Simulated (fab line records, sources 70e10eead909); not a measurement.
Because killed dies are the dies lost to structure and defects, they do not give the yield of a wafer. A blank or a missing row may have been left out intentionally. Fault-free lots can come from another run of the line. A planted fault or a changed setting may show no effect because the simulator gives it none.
Struck lot and sound lot, side by side -- flow nand-harc -- 42 out of 1159 route steps
Sound: these wafers, L869.2, L869.4, L869.5. Struck: wafer L878.3 (L878.2, L878.4, from the same lot, were not struck and are left out); the cause is given at the end.
Order at every step that has rows: each side's tool, ch and its chambers, its first start. Under that, the readings that differ: sound wafers -- struck wafers -- difference of the means -- sigmas: that difference in standard deviations of wafers without a fault.
alike: words and numbers the same on both sides, and readings whose means are apart by under 2 such deviations; not compared: readings that were withheld, readings missing a value for some wafer, numbers with overlapping values and no deviation given by the record, and bounds like >300 which may hide the same value.
The two part at a step that has a row with sigmas, a row that says differs or no value, or rows on one side only. Numbers that don't overlap but have no deviation are shown without sigmas and don't part them. Lack of a reading on every wafer of one side parts them only where that side has two or more wafers.

NHARC_A_CONTACT_OVL_MEAS_70:
  sound on overlay-01 at day 16 14:49; struck on overlay-02 at day 19 01:03
  alike: overlay-x-nm, overlay-y-nm
NHARC_A_CONTACT_INSPECT_71:
  sound on defect-inspect-02 at day 16 14:52; struck on defect-inspect-02 at day 19 01:05
  alike: raw-defect-count
NHARC_A_CONTACT_DESCUM_74: chemistry O2, time 3 s.
  sound on rie-diel-07 ch 0,1,2, day 16 14:56; struck on rie-diel-07 ch 2, day 19 01:08
  alike: drypump-motor-current-A, oes-product-au, rf-vpp-V, showerhead-plenum-p-Torr, throttle-valve-pct
  not compared: rf-hours-counter-h
then, 1 step without rows for these wafers: NHARC_A_CONTACT_ETCH_75 (etches the open film in CF4, target depth 39 nm, time 65 s).
NHARC_A_CONTACT_ETCH_76: etches the open film in N2/H2, target depth 260 nm, time 475.3 s.
  sound on rie-diel-07 ch 2,3; struck on rie-diel-07 ch 0
reading,sound,struck,difference,sigmas
rf-vpp-V (V),434.0 434.4 433.6,428.4,-5.6,-2
  alike: bias-w, drypump-motor-current-A, h2-flow-sccm, oes-product-au, showerhead-plenum-p-Torr, throttle-valve-pct
  not compared: rf-hours-counter-h
then, 3 steps without rows for these wafers: NHARC_A_CONTACT_ETCH_77 (etches the open film in CF4/CHF3, target depth 72.6 nm, time 36.3 s); NHARC_A_CONTACT_ETCH_78 (etches the open film in O2/COS, target depth 2800 nm, time 728 s); NHARC_A_CONTACT_ETCH_124 (etches the open film in C4F8/O2/Ar, time 140 s, target depth 700 nm).
NHARC_A_CONTACT_ETCH_125: etches the open film in C4F8/O2/Ar, time 155 s, target depth 956 nm.
  sound on har-cap-etch-02 ch 1, day 16 16:31; struck on har-cap-etch-02 ch 1, day 19 02:31
  not compared: rf-hours-counter-h
then, 3 steps without rows for these wafers: NHARC_A_CONTACT_ETCH_126 (etches the open film in C4F8/O2/Ar, time 155 s, target depth 956 nm); NHARC_A_CONTACT_ETCH_127 (etches the open film in C4F8/O2/Ar, time 155 s, target depth 956 nm); NHARC_A_CONTACT_ETCH_128 (etches the open film in C4F8/O2/Ar, time 155 s, target depth 956 nm).
NHARC_A_CONTACT_ETCH_129: etches the open film in C4F8/O2/Ar, time 155 s, target depth 956 nm.
  sound on har-cap-etch-02 ch 1, day 16 17:04; struck on har-cap-etch-02 ch 1, day 19 03:05
  not compared: rf-hours-counter-h
then, 1 step without rows for these wafers: NHARC_A_CONTACT_ETCH_130 (etches the open film in C4F8/O2/Ar, time 155 s, target depth 956 nm).
NHARC_A_CONTACT_ETCH_131: etches the open film in C4F8/O2/Ar, time 155 s, target depth 956 nm.
  sound on har-cap-etch-02 ch 1, day 16 17:21; struck on har-cap-etch-02 ch 1, day 19 03:22
  not compared: rf-hours-counter-h
then, 3 steps without rows for these wafers: NHARC_A_CONTACT_ETCH_132 (etches the open film in C4F8/O2/Ar, time 156 s, target depth 958 nm); NHARC_A_CONTACT_ETCH_133 (etches the open film in C4F8/O2/Ar, time 195 s, target depth 840 nm); NHARC_A_CONTACT_ETCH_91 (etches the open film in CH3F/O2, target depth 40 nm, time 85.7 s).
NHARC_A_CONTACT_ETCH_97: etches the open film in C4F6/O2, target depth 20 nm, time 10 s.
  sound on rie-diel-05 ch 0,1,2; struck on rie-diel-07 ch 0
  alike: bias-w, drypump-motor-current-A, oes-product-au, rf-vpp-V, showerhead-plenum-p-Torr, throttle-valve-pct
  not compared: rf-hours-counter-h
NHARC_A_CONTACT_CD_MEAS_80:
  sound on cd-sem-01 at day 16 18:26; struck on cd-sem-01 at day 19 04:26
  alike: cd-nm
then, 18 steps without rows for these wafers: NHARC_A_CONTACT_STRIP_103 (strips in N2/H2); NHARC_A_CONTACT_STRIP_104 (strips in CF4/CHF3); NHARC_A_CONTACT_STRIP_105 (strips in O2/COS); NHARC_A_CONTACT_ETCH_106 (etches the open film in CF4/O2, target depth 60 nm, overetch 6 nm, time 33 s); NHARC_A_CONTACT_STRIP_82 (strips in O2); NHARC_A_CONTACT_STRIP_83 (strips in post etch residue remover, time 600 s); NHARC_A_CONTACT_DEP_84 (deposits aC, target thk 2000 nm); NHARC_A_CONTACT_DEP_85 (deposits SiON, target thk 50 nm); NHARC_A_CONTACT_DEHYDRATE_00 (time 120 s); NHARC_A_CONTACT_HMDS_01 (time 30 s); NHARC_A_CONTACT_COAT_86 (time 75 s); NHARC_A_CONTACT_COAT_87 (time 65 s); NHARC_A_CONTACT_COAT_02 (resist thk 90 nm); NHARC_A_CONTACT_SOFTBAKE_03 (time 55 s); NHARC_A_CONTACT_EBR_04; NHARC_A_CONTACT_EXPOSE_05 (exposes mask A CC); NHARC_A_CONTACT_PEB_06 (peb time 65 s); NHARC_A_CONTACT_DEVELOP_07 (develop time 35 s).
NHARC_A_CONTACT_CD_MEAS_08: the cd target is 100 nm.
  sound on cd-sem-01 ch 0, day 16 21:43; struck on cd-sem-01 ch 0, day 19 07:38
reading,sound,struck,difference,sigmas
cd-nm (nm),100.0 99.4 99.6,100.7,+1.0,+2
NHARC_A_CONTACT_OVL_MEAS_09:
  sound on overlay-01 at day 16 21:48; struck on overlay-02 at day 19 07:43
reading,sound,struck,difference,sigmas
overlay-x-nm (nm),0.8 0.8 0.4,-1.0,-1.7,-2
  alike: overlay-y-nm
then, 1 step without rows for these wafers: NHARC_A_CONTACT_DESCUM_13 (chemistry O2, time 3 s).
-- jump in the record: it breaks off in module A_CONTACT and resumes in module END (first step shown: number 1159 of the route), and 3 days separate the struck wafers' starts before and after --
NHARC_END_SORT_01:
  here the record holds rows for the struck wafers (prober-01 ch 0, day 22 02:02) but none for the sound ones

## WHERE THEY PART
At NHARC_A_CONTACT_ETCH_76 first; at NHARC_END_SORT_01 last (within this record only).

WHY: what had been put in by the simulator
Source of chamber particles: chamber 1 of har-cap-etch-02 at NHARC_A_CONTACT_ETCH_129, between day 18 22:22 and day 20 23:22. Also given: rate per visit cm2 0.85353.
